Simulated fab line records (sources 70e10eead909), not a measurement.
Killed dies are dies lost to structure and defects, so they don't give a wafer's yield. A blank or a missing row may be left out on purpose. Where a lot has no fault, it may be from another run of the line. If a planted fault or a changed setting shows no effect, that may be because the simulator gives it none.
fab line records / flow nand_harc / part 2 of 2: steps 27 to 39 of 39
record lots=5 wafers=15 last_day=32
route steps=1302 shown A_CHANNEL_FILL_D1@515 A_DECK1_JOINT@518 A_ONON_D2@545
lots with no fault: from the same line, run without faults
start_h: start of the lot's first displayed wafer, in hours after the record's first day / wait_h: hours from the lot's prior step to this one / " the same as in the row above / L1.1+2: a row that stands for several wafers / - no value present, or no start provided / * or withheld: withheld / < > ~ a bound
route shown NAME@n: a module of which the file shows steps, and the number in the route of the first / usual: average and standard deviation across the fault-free wafers / same: alike in all rows / chamber/n: place in a boat / sites: per-site readings / _std_site: the values' standard deviation / _edge_site: outer sites' mean less inner sites' / radius_mm: for every site, how far away it sits from the centre of the wafer / mask NAME#n: copy n / behind: tool/chamber where the wafer was last shaped / hold: reason for holding the lot/hours on hold/outcome of the hold / device: which transistor (n, p or np) failed to switch / end of line: at the end of the route, the tests of the same wafers / a step without rows: its recipe alone / killed: dies lost to structure and defects at the first sort, not the wafer's yield / map: shows each die of a wafer: x if killed, . if not, _ if none is there
set.NAME: the run value of the setting; set.NAME@STEP: its run value at that earlier step / model.NAME: the simulator's own value behind a step, which no gauge read
a table for each step, a row for each wafer; lots at some steps of the route
services: the hour from which a tool's chamber was out of use, counted from the record's first day as start_h (under 0 if before that day), plus the number of hours and why
## steps
# step NHARC_A_DECK1_JOINT_THK_MEAS_17
# recipe thk_meas_gauge=ellipsometry
# usual thk_nm=45.0/1.1
lot.wafer=L078.1 tool=film_metro-01 chamber=- start_h=316.84 wait_h=0.2 thk_nm=44.9
lot.wafer=L078.2 tool=film_metro-01 chamber=- start_h=316.84 wait_h=0.2 thk_nm=43.2
lot.wafer=L078.3 tool=film_metro-01 chamber=- start_h=316.84 wait_h=0.2 thk_nm=42.5
lot.wafer=L082.3 tool=film_metro-01 chamber=- start_h=356.71 wait_h=0.3 thk_nm=44.9
lot.wafer=L082.5 tool=film_metro-01 chamber=- start_h=356.71 wait_h=0.3 thk_nm=46.3
lot.wafer=L082.6 tool=film_metro-01 chamber=- start_h=356.71 wait_h=0.3 thk_nm=46.5
lot.wafer=L085.1 tool=film_metro-01 chamber=- start_h=385.01 wait_h=0.3 thk_nm=43.6
lot.wafer=L085.3 tool=film_metro-01 chamber=- start_h=385.01 wait_h=0.3 thk_nm=45.4
lot.wafer=L085.6 tool=film_metro-01 chamber=- start_h=385.01 wait_h=0.3 thk_nm=46.3
lot.wafer=L092.3 tool=film_metro-01 chamber=- start_h=460.67 wait_h=0.2 thk_nm=44.8
lot.wafer=L092.5 tool=film_metro-01 chamber=- start_h=460.67 wait_h=0.2 thk_nm=45.1
lot.wafer=L092.6 tool=film_metro-01 chamber=- start_h=460.67 wait_h=0.2 thk_nm=44.3
lot.wafer=L095.3 tool=film_metro-01 chamber=- start_h=475.82 wait_h=0.2 thk_nm=45.6
lot.wafer=L095.4 tool=film_metro-01 chamber=- start_h=475.82 wait_h=0.2 thk_nm=44.7
lot.wafer=L095.6 tool=film_metro-01 chamber=- start_h=475.82 wait_h=0.2 thk_nm=45.3
# step NHARC_A_DECK1_JOINT_INSPECT_05
# usual raw_defect_count=327/130
lot.wafer=L078.1 tool=defect_inspect-01 chamber=- start_h=316.88 wait_h=0.0 raw_defect_count=386
lot.wafer=L078.2 tool=defect_inspect-01 chamber=- start_h=316.88 wait_h=0.0 raw_defect_count=231
lot.wafer=L078.3 tool=defect_inspect-01 chamber=- start_h=316.88 wait_h=0.0 raw_defect_count=346
lot.wafer=L082.3 tool=defect_inspect-02 chamber=- start_h=356.74 wait_h=0.0 raw_defect_count=345
lot.wafer=L082.5 tool=defect_inspect-02 chamber=- start_h=356.74 wait_h=0.0 raw_defect_count=337
lot.wafer=L082.6 tool=defect_inspect-02 chamber=- start_h=356.74 wait_h=0.0 raw_defect_count=501
lot.wafer=L085.1 tool=defect_inspect-02 chamber=- start_h=385.05 wait_h=0.0 raw_defect_count=354
lot.wafer=L085.3 tool=defect_inspect-02 chamber=- start_h=385.05 wait_h=0.0 raw_defect_count=213
lot.wafer=L085.6 tool=defect_inspect-02 chamber=- start_h=385.05 wait_h=0.0 raw_defect_count=284
lot.wafer=L092.3 tool=defect_inspect-02 chamber=- start_h=460.70 wait_h=0.0 raw_defect_count=235
lot.wafer=L092.5 tool=defect_inspect-02 chamber=- start_h=460.70 wait_h=0.0 raw_defect_count=333
lot.wafer=L092.6 tool=defect_inspect-02 chamber=- start_h=460.70 wait_h=0.0 raw_defect_count=281
lot.wafer=L095.3 tool=defect_inspect-01 chamber=- start_h=475.85 wait_h=0.0 raw_defect_count=260
lot.wafer=L095.4 tool=defect_inspect-01 chamber=- start_h=475.85 wait_h=0.0 raw_defect_count=216
lot.wafer=L095.6 tool=defect_inspect-01 chamber=- start_h=475.85 wait_h=0.0 raw_defect_count=357
# step NHARC_A_ONON_D2_DEP_00
# recipe target_thk_a=10000 n2_flow_sccm=2750 n2o_flow_sccm=2000 nh3_flow_sccm=500 sih4_flow_sccm=210 temp_c=400
lot.wafer=L078.1+2+3 tool=pecvd_onon-02 chamber=0 start_h=316.94 wait_h=0.1
lot.wafer=L082.3+5+6 tool=pecvd_onon-03 chamber=0 start_h=356.93 wait_h=0.2
lot.wafer=L085.1+3+6 tool=pecvd_onon-03 chamber=0 start_h=385.11 wait_h=0.1
lot.wafer=L092.3+5+6 tool=pecvd_onon-03 chamber=0 start_h=460.89 wait_h=0.2
lot.wafer=L095.3+4+6 tool=pecvd_onon-04 chamber=0 start_h=476.04 wait_h=0.2
# step NHARC_A_ONON_D2_THK_MEAS_02
# recipe thk_meas_gauge=ellipsometry
# usual thk_nm=1000/7.9
lot.wafer=L078.1 tool=film_metro-01 chamber=- start_h=317.46 wait_h=- thk_nm=1001
lot.wafer=L078.2 tool=film_metro-01 chamber=- start_h=317.46 wait_h=- thk_nm=1000
lot.wafer=L078.3 tool=film_metro-01 chamber=- start_h=317.46 wait_h=- thk_nm=999
lot.wafer=L082.3 tool=film_metro-01 chamber=- start_h=357.32 wait_h=- thk_nm=994
lot.wafer=L082.5 tool=film_metro-01 chamber=- start_h=357.32 wait_h=- thk_nm=994
lot.wafer=L082.6 tool=film_metro-01 chamber=- start_h=357.32 wait_h=- thk_nm=992
lot.wafer=L085.1 tool=film_metro-01 chamber=- start_h=385.62 wait_h=- thk_nm=996
lot.wafer=L085.3 tool=film_metro-01 chamber=- start_h=385.62 wait_h=- thk_nm=994
lot.wafer=L085.6 tool=film_metro-01 chamber=- start_h=385.62 wait_h=- thk_nm=995
lot.wafer=L092.3 tool=film_metro-01 chamber=- start_h=461.28 wait_h=- thk_nm=1010
lot.wafer=L092.5 tool=film_metro-01 chamber=- start_h=461.28 wait_h=- thk_nm=1011
lot.wafer=L092.6 tool=film_metro-01 chamber=- start_h=461.28 wait_h=- thk_nm=1011
lot.wafer=L095.3 tool=film_metro-01 chamber=- start_h=476.43 wait_h=- thk_nm=994
lot.wafer=L095.4 tool=film_metro-01 chamber=- start_h=476.43 wait_h=- thk_nm=991
lot.wafer=L095.6 tool=film_metro-01 chamber=- start_h=476.43 wait_h=- thk_nm=992
# step NHARC_A_ONON_D2_DEP_03
# recipe target_thk_a=10000 n2_flow_sccm=2750 n2o_flow_sccm=2000 nh3_flow_sccm=500 sih4_flow_sccm=210 temp_c=400
lot.wafer=L078.1+2+3 tool=pecvd_onon-03 chamber=0 start_h=317.52 wait_h=0.1
lot.wafer=L082.3+5+6 tool=pecvd_onon-04 chamber=0 start_h=357.49 wait_h=0.2
lot.wafer=L085.1+3+6 tool=pecvd_onon-02 chamber=0 start_h=385.67 wait_h=0.1
lot.wafer=L092.3+5+6 tool=pecvd_onon-02 chamber=0 start_h=461.45 wait_h=0.2
lot.wafer=L095.3+4+6 tool=pecvd_onon-04 chamber=0 start_h=476.61 wait_h=0.2
# step NHARC_A_ONON_D2_THK_MEAS_05
# recipe thk_meas_gauge=ellipsometry
# usual thk_nm=1001/9.8
lot.wafer=L078.1 tool=film_metro-01 chamber=- start_h=318.02 wait_h=- thk_nm=1015
lot.wafer=L078.2 tool=film_metro-01 chamber=- start_h=318.02 wait_h=- thk_nm=1015
lot.wafer=L078.3 tool=film_metro-01 chamber=- start_h=318.02 wait_h=- thk_nm=1016
lot.wafer=L082.3 tool=film_metro-02 chamber=- start_h=357.89 wait_h=- thk_nm=994
lot.wafer=L082.5 tool=film_metro-02 chamber=- start_h=357.89 wait_h=- thk_nm=994
lot.wafer=L082.6 tool=film_metro-02 chamber=- start_h=357.89 wait_h=- thk_nm=995
lot.wafer=L085.1 tool=film_metro-01 chamber=- start_h=386.18 wait_h=- thk_nm=1002
lot.wafer=L085.3 tool=film_metro-01 chamber=- start_h=386.18 wait_h=- thk_nm=1002
lot.wafer=L085.6 tool=film_metro-01 chamber=- start_h=386.18 wait_h=- thk_nm=1003
lot.wafer=L092.3 tool=film_metro-01 chamber=- start_h=461.84 wait_h=- thk_nm=1000
lot.wafer=L092.5 tool=film_metro-01 chamber=- start_h=461.84 wait_h=- thk_nm=999
lot.wafer=L092.6 tool=film_metro-01 chamber=- start_h=461.84 wait_h=- thk_nm=1000
lot.wafer=L095.3 tool=film_metro-01 chamber=- start_h=477.00 wait_h=- thk_nm=991
lot.wafer=L095.4 tool=film_metro-01 chamber=- start_h=477.00 wait_h=- thk_nm=988
lot.wafer=L095.6 tool=film_metro-01 chamber=- start_h=477.00 wait_h=- thk_nm=992
# step NHARC_A_ONON_D2_DEP_06
# recipe target_thk_a=10000 n2_flow_sccm=2750 n2o_flow_sccm=2000 nh3_flow_sccm=500 sih4_flow_sccm=210 temp_c=400
lot.wafer=L078.1+2+3 tool=pecvd_onon-03 chamber=0 start_h=318.08 wait_h=0.1
lot.wafer=L082.3+5+6 tool=pecvd_onon-03 chamber=0 start_h=358.06 wait_h=0.2
lot.wafer=L085.1+3+6 tool=pecvd_onon-04 chamber=0 start_h=386.24 wait_h=0.1
lot.wafer=L092.3+5+6 tool=pecvd_onon-04 chamber=0 start_h=462.02 wait_h=0.2
lot.wafer=L095.3+4+6 tool=pecvd_onon-04 chamber=0 start_h=477.17 wait_h=0.2
# step NHARC_A_ONON_D2_THK_MEAS_08
# recipe thk_meas_gauge=ellipsometry
# usual thk_nm=998/11
lot.wafer=L078.1 tool=film_metro-02 chamber=- start_h=318.59 wait_h=- thk_nm=986
lot.wafer=L078.2 tool=film_metro-02 chamber=- start_h=318.59 wait_h=- thk_nm=986
lot.wafer=L078.3 tool=film_metro-02 chamber=- start_h=318.59 wait_h=- thk_nm=985
lot.wafer=L082.3 tool=film_metro-02 chamber=- start_h=358.46 wait_h=- thk_nm=979
lot.wafer=L082.5 tool=film_metro-02 chamber=- start_h=358.46 wait_h=- thk_nm=977
lot.wafer=L082.6 tool=film_metro-02 chamber=- start_h=358.46 wait_h=- thk_nm=980
lot.wafer=L085.1 tool=film_metro-01 chamber=- start_h=386.75 wait_h=- thk_nm=1008
lot.wafer=L085.3 tool=film_metro-01 chamber=- start_h=386.75 wait_h=- thk_nm=1008
lot.wafer=L085.6 tool=film_metro-01 chamber=- start_h=386.75 wait_h=- thk_nm=1008
lot.wafer=L092.3 tool=film_metro-01 chamber=- start_h=462.41 wait_h=- thk_nm=1005
lot.wafer=L092.5 tool=film_metro-01 chamber=- start_h=462.41 wait_h=- thk_nm=1005
lot.wafer=L092.6 tool=film_metro-01 chamber=- start_h=462.41 wait_h=- thk_nm=1004
lot.wafer=L095.3 tool=film_metro-02 chamber=- start_h=477.57 wait_h=- thk_nm=1007
lot.wafer=L095.4 tool=film_metro-02 chamber=- start_h=477.57 wait_h=- thk_nm=1008
lot.wafer=L095.6 tool=film_metro-02 chamber=- start_h=477.57 wait_h=- thk_nm=1008
# step NHARC_A_ONON_D2_DEP_09
# recipe target_thk_a=10000 n2_flow_sccm=2750 n2o_flow_sccm=2000 nh3_flow_sccm=500 sih4_flow_sccm=210 temp_c=400
lot.wafer=L078.1+2+3 tool=pecvd_onon-03 chamber=0 start_h=318.65 wait_h=0.1
lot.wafer=L082.3+5+6 tool=pecvd_onon-02 chamber=0 start_h=358.63 wait_h=0.2
lot.wafer=L085.1+3+6 tool=pecvd_onon-03 chamber=0 start_h=386.81 wait_h=0.1
lot.wafer=L092.3+5+6 tool=pecvd_onon-03 chamber=0 start_h=462.58 wait_h=0.2
lot.wafer=L095.3+4+6 tool=pecvd_onon-02 chamber=0 start_h=477.74 wait_h=0.2
# step NHARC_A_ONON_D2_THK_MEAS_11
# recipe thk_meas_gauge=ellipsometry
# usual thk_nm=999/6.4
lot.wafer=L078.1 tool=film_metro-01 chamber=- start_h=319.16 wait_h=- thk_nm=991
lot.wafer=L078.2 tool=film_metro-01 chamber=- start_h=319.16 wait_h=- thk_nm=991
lot.wafer=L078.3 tool=film_metro-01 chamber=- start_h=319.16 wait_h=- thk_nm=991
lot.wafer=L082.3 tool=film_metro-02 chamber=- start_h=359.02 wait_h=- thk_nm=1000
lot.wafer=L082.5 tool=film_metro-02 chamber=- start_h=359.02 wait_h=- thk_nm=998
lot.wafer=L082.6 tool=film_metro-02 chamber=- start_h=359.02 wait_h=- thk_nm=997
lot.wafer=L085.1 tool=film_metro-01 chamber=- start_h=387.31 wait_h=- thk_nm=998
lot.wafer=L085.3 tool=film_metro-01 chamber=- start_h=387.31 wait_h=- thk_nm=998
lot.wafer=L085.6 tool=film_metro-01 chamber=- start_h=387.31 wait_h=- thk_nm=999
lot.wafer=L092.3 tool=film_metro-01 chamber=- start_h=462.98 wait_h=- thk_nm=999
lot.wafer=L092.5 tool=film_metro-01 chamber=- start_h=462.98 wait_h=- thk_nm=999
lot.wafer=L092.6 tool=film_metro-01 chamber=- start_h=462.98 wait_h=- thk_nm=1001
lot.wafer=L095.3 tool=film_metro-01 chamber=- start_h=478.14 wait_h=- thk_nm=1010
lot.wafer=L095.4 tool=film_metro-01 chamber=- start_h=478.14 wait_h=- thk_nm=1010
lot.wafer=L095.6 tool=film_metro-01 chamber=- start_h=478.14 wait_h=- thk_nm=1010
# step NHARC_A_ONON_D2_DEP_12
# recipe target_thk_a=10000 n2_flow_sccm=2750 n2o_flow_sccm=2000 nh3_flow_sccm=500 sih4_flow_sccm=210 temp_c=400
lot.wafer=L078.1+2+3 tool=pecvd_onon-03 chamber=0 start_h=319.21 wait_h=0.1
lot.wafer=L082.3+5+6 tool=pecvd_onon-02 chamber=0 start_h=359.19 wait_h=0.2
lot.wafer=L085.1+3+6 tool=pecvd_onon-02 chamber=0 start_h=387.37 wait_h=0.1
lot.wafer=L092.3+5+6 tool=pecvd_onon-04 chamber=0 start_h=463.16 wait_h=0.2
lot.wafer=L095.3+4+6 tool=pecvd_onon-02 chamber=0 start_h=478.31 wait_h=0.2
# step NHARC_A_ONON_D2_THK_MEAS_14
# recipe thk_meas_gauge=ellipsometry
# usual thk_nm=1000/13
lot.wafer=L078.1 tool=film_metro-02 chamber=- start_h=319.73 wait_h=- thk_nm=980
lot.wafer=L078.2 tool=film_metro-02 chamber=- start_h=319.73 wait_h=- thk_nm=981
lot.wafer=L078.3 tool=film_metro-02 chamber=- start_h=319.73 wait_h=- thk_nm=980
lot.wafer=L082.3 tool=film_metro-01 chamber=- start_h=359.59 wait_h=- thk_nm=1020
lot.wafer=L082.5 tool=film_metro-01 chamber=- start_h=359.59 wait_h=- thk_nm=1020
lot.wafer=L082.6 tool=film_metro-01 chamber=- start_h=359.59 wait_h=- thk_nm=1019
lot.wafer=L085.1 tool=film_metro-01 chamber=- start_h=387.87 wait_h=- thk_nm=1005
lot.wafer=L085.3 tool=film_metro-01 chamber=- start_h=387.87 wait_h=- thk_nm=1006
lot.wafer=L085.6 tool=film_metro-01 chamber=- start_h=387.87 wait_h=- thk_nm=1004
lot.wafer=L092.3 tool=film_metro-01 chamber=- start_h=463.55 wait_h=- thk_nm=1000
lot.wafer=L092.5 tool=film_metro-01 chamber=- start_h=463.55 wait_h=- thk_nm=1001
lot.wafer=L092.6 tool=film_metro-01 chamber=- start_h=463.55 wait_h=- thk_nm=1000
lot.wafer=L095.3 tool=film_metro-01 chamber=- start_h=478.71 wait_h=- thk_nm=985
lot.wafer=L095.4 tool=film_metro-01 chamber=- start_h=478.71 wait_h=- thk_nm=983
lot.wafer=L095.6 tool=film_metro-01 chamber=- start_h=478.71 wait_h=- thk_nm=984
# step NHARC_A_ONON_D2_ANNEAL_15
# recipe temp_c=750 time_s=3600
# usual spike_tc_bottom_C=767/3.3 spike_tc_top_C=765.6/1.5 zone_power_bottom_pct=17.0/0.63
lot.wafer=L078.1 tool=furnace-06 chamber=0 start_h=323.12 wait_h=3.4 spike_tc_bottom_C=763 spike_tc_top_C=768.0 zone_power_bottom_pct=17.3
lot.wafer=L078.2 tool=furnace-06 chamber=0 start_h=323.12 wait_h=3.4 spike_tc_bottom_C=760 spike_tc_top_C=767.7 zone_power_bottom_pct=16.9
lot.wafer=L078.3 tool=furnace-06 chamber=0 start_h=323.12 wait_h=3.4 spike_tc_bottom_C=761 spike_tc_top_C=767.3 zone_power_bottom_pct=17.2
lot.wafer=L082.3 tool=furnace-02 chamber=0 start_h=363.32 wait_h=3.7 spike_tc_bottom_C=769 spike_tc_top_C=766.0 zone_power_bottom_pct=16.9
lot.wafer=L082.5 tool=furnace-02 chamber=0 start_h=363.32 wait_h=3.7 spike_tc_bottom_C=768 spike_tc_top_C=765.5 zone_power_bottom_pct=17.0
lot.wafer=L082.6 tool=furnace-02 chamber=0 start_h=363.32 wait_h=3.7 spike_tc_bottom_C=771 spike_tc_top_C=766.0 zone_power_bottom_pct=16.8
lot.wafer=L085.1 tool=furnace-02 chamber=0 start_h=392.76 wait_h=4.9 spike_tc_bottom_C=770 spike_tc_top_C=766.4 zone_power_bottom_pct=16.7
lot.wafer=L085.3 tool=furnace-02 chamber=0 start_h=392.76 wait_h=4.9 spike_tc_bottom_C=769 spike_tc_top_C=764.8 zone_power_bottom_pct=17.0
lot.wafer=L085.6 tool=furnace-02 chamber=0 start_h=392.76 wait_h=4.9 spike_tc_bottom_C=768 spike_tc_top_C=765.4 zone_power_bottom_pct=16.7
lot.wafer=L092.3 tool=furnace-02 chamber=0 start_h=466.64 wait_h=3.1 spike_tc_bottom_C=769 spike_tc_top_C=765.1 zone_power_bottom_pct=16.6
lot.wafer=L092.5 tool=furnace-02 chamber=0 start_h=466.64 wait_h=3.1 spike_tc_bottom_C=769 spike_tc_top_C=764.3 zone_power_bottom_pct=16.7
lot.wafer=L092.6 tool=furnace-02 chamber=0 start_h=466.64 wait_h=3.1 spike_tc_bottom_C=768 spike_tc_top_C=766.1 zone_power_bottom_pct=16.5
lot.wafer=L095.3 tool=furnace-02 chamber=0 start_h=482.01 wait_h=3.3 spike_tc_bottom_C=769 spike_tc_top_C=766.8 zone_power_bottom_pct=16.8
lot.wafer=L095.4 tool=furnace-02 chamber=0 start_h=482.01 wait_h=3.3 spike_tc_bottom_C=770 spike_tc_top_C=762.9 zone_power_bottom_pct=16.9
lot.wafer=L095.6 tool=furnace-02 chamber=0 start_h=482.01 wait_h=3.3 spike_tc_bottom_C=769 spike_tc_top_C=763.5 zone_power_bottom_pct=16.5
## services
tool=fcvd-02 chamber=- start_h=269.00 hours=13.0 kind=pm
tool=wet_bench-09 chamber=- start_h=275.70 hours=3.6 kind=repair
tool=rie_si-02 chamber=- start_h=277.00 hours=9.0 kind=pm
tool=furnace-04 chamber=- start_h=283.58 hours=3.2 kind=repair
tool=cmp-04 chamber=- start_h=307.07 hours=4.0 kind=pm
tool=pecvd_onon-04 chamber=- start_h=311.00 hours=13.0 kind=pm
tool=wet_bench-02 chamber=- start_h=312.43 hours=1.0 kind=repair
tool=cmp-04 chamber=- start_h=313.37 hours=0.4 kind=repair
tool=wet_bench-07 chamber=- start_h=320.51 hours=8.0 kind=pm
tool=wet_bench-02 chamber=- start_h=327.87 hours=1.7 kind=repair
tool=wet_h3po4-01 chamber=- start_h=340.07 hours=8.0 kind=pm
tool=wet_bench-09 chamber=- start_h=352.85 hours=8.0 kind=pm
tool=cmp-04 chamber=- start_h=356.64 hours=0.6 kind=repair
tool=pecvd_onon-02 chamber=- start_h=366.00 hours=13.0 kind=pm
tool=cmp-04 chamber=- start_h=369.43 hours=1.7 kind=repair
tool=cmp-04 chamber=- start_h=374.55 hours=1.1 kind=repair
tool=cmp-04 chamber=- start_h=378.88 hours=0.5 kind=repair
tool=fcvd-02 chamber=- start_h=405.43 hours=0.7 kind=repair
tool=pecvd_onon-03 chamber=- start_h=408.04 hours=13.0 kind=pm
tool=wet_bench-02 chamber=- start_h=420.00 hours=8.0 kind=pm
tool=fcvd-02 chamber=- start_h=430.14 hours=0.9 kind=repair
tool=fcvd-02 chamber=- start_h=433.42 hours=0.6 kind=repair
tool=wet_bench-02 chamber=- start_h=444.25 hours=0.6 kind=repair
tool=fcvd-02 chamber=- start_h=450.00 hours=13.0 kind=pm
